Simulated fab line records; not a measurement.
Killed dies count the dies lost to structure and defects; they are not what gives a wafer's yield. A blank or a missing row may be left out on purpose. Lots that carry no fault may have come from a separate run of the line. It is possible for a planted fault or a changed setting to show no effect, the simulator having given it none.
Matching of chambers -- flow n5-finfet -- N5_BEOL_M7_DESCUM_16 on rie-diel-03 has 4 sister chambers
The step chemistry O2, time 7.9 s. 4 wafers are shown with their chamber, then 8 later ones without.

EACH WAFER AND ITS CHAMBER
wafer,chamber,showerhead-plenum-p-Torr (Torr)
L078.6,2,2.05
L081.5,0,2.03
L081.6,1,2.17
L088.2,3,2.17

WAFERS WITHOUT THEIR CHAMBER
wafer,showerhead-plenum-p-Torr (Torr)
L088.4,2.17
L088.6,2.17
L092.3,2.16
L092.4,2.17
L092.6,2.02
L093.1,2.16
L093.3,2.02
L093.4,2.17

EACH ONE'S CHAMBER
wafer,from the rows above,in truth
L088.4,can't be placed: 1 or 3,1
L088.6,can't be placed: 1 or 3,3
L092.3,can't be placed: 1 or 3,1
L092.4,can't be placed: 1 or 3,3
L092.6,0,0
L093.1,can't be placed: 1 or 3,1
L093.3,0,0
L093.4,can't be placed: 1 or 3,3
Correctly placed: 2 of 8. These rows do not allow placing 6 (true chamber among the candidates in 6). Number placed wrongly: 0.
How it was worked out, from the rows above alone: a wafer's distance from a chamber is the root of the sum, over the readings, of the square of ((its reading less the chamber's mean) divided by the reading's scatter). If the next closest chamber is less than 2 further off than the closest, the wafer can't be placed; otherwise it belongs to the closest. A chamber's mean is the mean of its shown wafers. The scatter: root of mean squared gap, hidden wafer to nearest shown wafer, with one shown wafer a chamber.
